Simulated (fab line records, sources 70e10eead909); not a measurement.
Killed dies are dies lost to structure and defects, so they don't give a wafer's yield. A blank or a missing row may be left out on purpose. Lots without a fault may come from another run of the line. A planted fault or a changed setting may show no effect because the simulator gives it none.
A struck lot beside a sound one | flow nand_harc | 37 steps out of a route of 1302
Sound: wafers L361.1, L361.5, L361.6. Struck: wafers L372.1, L372.4, L372.5. The cause comes at the end.
At each step with rows: each side's tool, then ch and its chambers, then its first start. Under that, the readings that differ: sound wafers | struck wafers | difference of the means | sigmas: that difference in standard deviations of wafers without a fault.
alike: readings whose means differ by less than 2 such deviations, and words and numbers that are the same on both sides. not compared: withheld readings, readings that some wafer has no value for, bounds like >300 that may hide the same value, and numbers for which the record gives no deviation and whose values overlap.
The two part at a step that has a row with sigmas, a row that says differs or no value, or rows on one side only. Numbers that don't overlap but have no deviation are shown without sigmas and don't part them. A reading that every wafer of one side lacks parts them only if that side has two wafers or more.

first, 7 steps without rows for these wafers: NHARC_A_CHANNEL_HOLE_D2_COAT_37 (time 65 s); NHARC_A_CHANNEL_HOLE_D2_COAT_04 (resist thk 90 nm); NHARC_A_CHANNEL_HOLE_D2_SOFTBAKE_05 (time 55 s); NHARC_A_CHANNEL_HOLE_D2_EBR_06; NHARC_A_CHANNEL_HOLE_D2_EXPOSE_07 (exposes mask HOLE D2, target cd 100 nm); NHARC_A_CHANNEL_HOLE_D2_PEB_08 (peb time 65 s); NHARC_A_CHANNEL_HOLE_D2_DEVELOP_09 (develop time 35 s).
NHARC_A_CHANNEL_HOLE_D2_CD_MEAS_10: target cd 100 nm.
  sound on cd_sem-02 ch 0, day 14 08:05; struck on cd_sem-03 ch 0, day 19 07:07
  alike: cd_nm
NHARC_A_CHANNEL_HOLE_D2_OVL_MEAS_11:
  sound on overlay-01, day 14 08:10; struck on overlay-02, day 19 07:12
  reading           | sound          | struck      | difference | sigmas
  overlay_x_nm (nm) | -0.7 -0.7 -0.6 | 1.5 1.9 1.5 | +2.3       | +3
  alike: overlay_y_nm
NHARC_A_CHANNEL_HOLE_D2_INSPECT_12:
  sound on defect_inspect-01, day 14 08:13; struck on defect_inspect-02, day 19 07:14
  reading          | sound | struck   | difference | sigmas
  raw_defect_count | 9 5 4 | 52 45 58 | +46        | +2
then, 1 step without rows for these wafers: NHARC_A_CHANNEL_HOLE_D2_DESCUM_15 (chemistry O2, time 3 s).
NHARC_A_CHANNEL_HOLE_D2_ETCH_38: etches the open film in CF4, target depth 39 nm, time 65 s.
  sound on rie_diel-03 ch 1,2, day 14 08:21; struck on rie_diel-13 ch 0,1,2, day 19 07:23
  alike: drypump_motor_current_A, oes_product_au, rf_vpp_V, showerhead_plenum_p_Torr, throttle_valve_pct
  not compared: rf_hours_counter_h
NHARC_A_CHANNEL_HOLE_D2_ETCH_39: etches the open film in N2/H2, target depth 260 nm, time 325 s.
  sound on rie_diel-03 ch 1,2,3, day 14 08:29; struck on rie_diel-13 ch 1,3, day 19 07:28
  alike: drypump_motor_current_A, oes_product_au, rf_vpp_V, showerhead_plenum_p_Torr, throttle_valve_pct
  not compared: rf_hours_counter_h
then, 2 steps without rows for these wafers: NHARC_A_CHANNEL_HOLE_D2_ETCH_34 (etches the open film in CF4/CHF3, target depth 154 nm, time 77 s); NHARC_A_CHANNEL_HOLE_D2_ETCH_16 (etches the open film in O2/COS, target depth 3100 nm, time 806 s).
NHARC_A_CHANNEL_HOLE_D2_CD_MEAS_18:
  sound on cd_sem-03, day 14 09:22; struck on cd_sem-01, day 19 08:25
  alike: cd_nm
then, 3 steps without rows for these wafers: NHARC_A_CHANNEL_HOLE_D2_ETCH_19 (etches the open film in C4F8/O2/Ar, time 34.5 s); NHARC_A_CHANNEL_HOLE_D2_ETCH_20 (etches the open film in C4F8/O2/Ar, time 361.9 s, target depth 1600 nm); NHARC_A_CHANNEL_HOLE_D2_ETCH_21 (etches the open film in C4F8/O2/Ar, time 514.3 s, target depth 1600 nm).
NHARC_A_CHANNEL_HOLE_D2_ETCH_22: etches the open film in C4F8/O2/Ar, time 666.7 s, target depth 1600 nm.
  sound on har_etch-01 ch 0,1, day 14 14:23; struck on har_etch-01 ch 0,1, day 19 09:27
  alike: drypump_motor_current_A, showerhead_plenum_p_Torr, throttle_valve_pct
  not compared: rf_hours_counter_h
then, 1 step without rows for these wafers: NHARC_A_CHANNEL_HOLE_D2_ETCH_23 (etches the open film in C4F8/O2/Ar, time 819 s, target depth 1600 nm).
NHARC_A_CHANNEL_HOLE_D2_ETCH_24: etches the open film in C4F8/O2/Ar, time 906.2 s, target depth 1500 nm.
  sound on har_etch-01 ch 0,1, day 14 15:40; struck on har_etch-01 ch 0,1, day 19 10:45
  alike: drypump_motor_current_A, showerhead_plenum_p_Torr, throttle_valve_pct
  not compared: rf_hours_counter_h
then, 2 steps without rows for these wafers: NHARC_A_CHANNEL_HOLE_D2_ETCH_25 (etches the open film in C4F8/O2/Ar, time 1040.2 s, target depth 1500 nm); NHARC_A_CHANNEL_HOLE_D2_ETCH_26 (etches the open film in C4F8/O2/Ar, time 224.1 s, target depth 300 nm).
NHARC_A_CHANNEL_HOLE_D2_ETCH_27: etches the open film in C4F8/O2/Ar, time 90 s, target depth 400 nm.
  sound on har_etch-01 ch 0,1, day 14 17:25; struck on har_etch-01 ch 0,1, day 19 12:29
  alike: drypump_motor_current_A, showerhead_plenum_p_Torr, throttle_valve_pct
  not compared: rf_hours_counter_h
then, 4 steps without rows for these wafers: NHARC_A_CHANNEL_HOLE_D2_STRIP_41 (strips in N2/H2); NHARC_A_CHANNEL_HOLE_D2_STRIP_42 (strips in CF4/CHF3); NHARC_A_CHANNEL_HOLE_D2_STRIP_43 (strips in O2/COS); NHARC_A_CHANNEL_HOLE_D2_ETCH_44 (etches the open film in CF4/O2, target depth 140 nm, overetch 14 nm, time 77 s).
NHARC_A_CHANNEL_HOLE_D2_STRIP_28: strips in O2.
  sound on rie_diel-13 ch 0,3; struck on rie_diel-03 ch 1,2
  alike: drypump_motor_current_A, oes_product_au, rf_vpp_V, showerhead_plenum_p_Torr, throttle_valve_pct
  not compared: rf_hours_counter_h
then, 2 steps without rows for these wafers: NHARC_A_CHANNEL_HOLE_D2_PRECLEAN_29 (cleans in SC1); NHARC_A_CHANNEL_HOLE_D2_SRD_30.
NHARC_A_CHANNEL_HOLE_D2_CD_MEAS_31:
  sound on cd_sem-02, day 14 18:55; struck on cd_sem-02, day 19 14:10
  alike: cd_nm
then, 1 step without rows for these wafers: NHARC_A_CHANNEL_HOLE_D2_XSEM_32.
NHARC_A_CHANNEL_HOLE_D2_INSPECT_40:
  sound on defect_inspect-01, day 14 19:07; struck on defect_inspect-01, day 19 14:20
  reading          | sound       | struck         | difference | sigmas
  raw_defect_count | 225 231 213 | 1228 1174 1116 | +950       | +12
then, 1 step without rows for these wafers: NHARC_A_CHANNEL_FILL_D2_PRECLEAN_00 (cleans in SC1).
-- the record jumps here: 11 days lie between the struck wafers' starts before and after (it left off in module A_CHANNEL_FILL_D2 and takes up again in module END, whose first step shown is number 1302 of the route) --
NHARC_END_SORT_01:
  the record has rows for the struck wafers here (prober-02 ch 0, day 30 07:38) and none for the sound ones

WHERE THEY PART
First at NHARC_A_CHANNEL_HOLE_D2_OVL_MEAS_11; last, within this record, at NHARC_END_SORT_01.

WHY: what the simulator had put in
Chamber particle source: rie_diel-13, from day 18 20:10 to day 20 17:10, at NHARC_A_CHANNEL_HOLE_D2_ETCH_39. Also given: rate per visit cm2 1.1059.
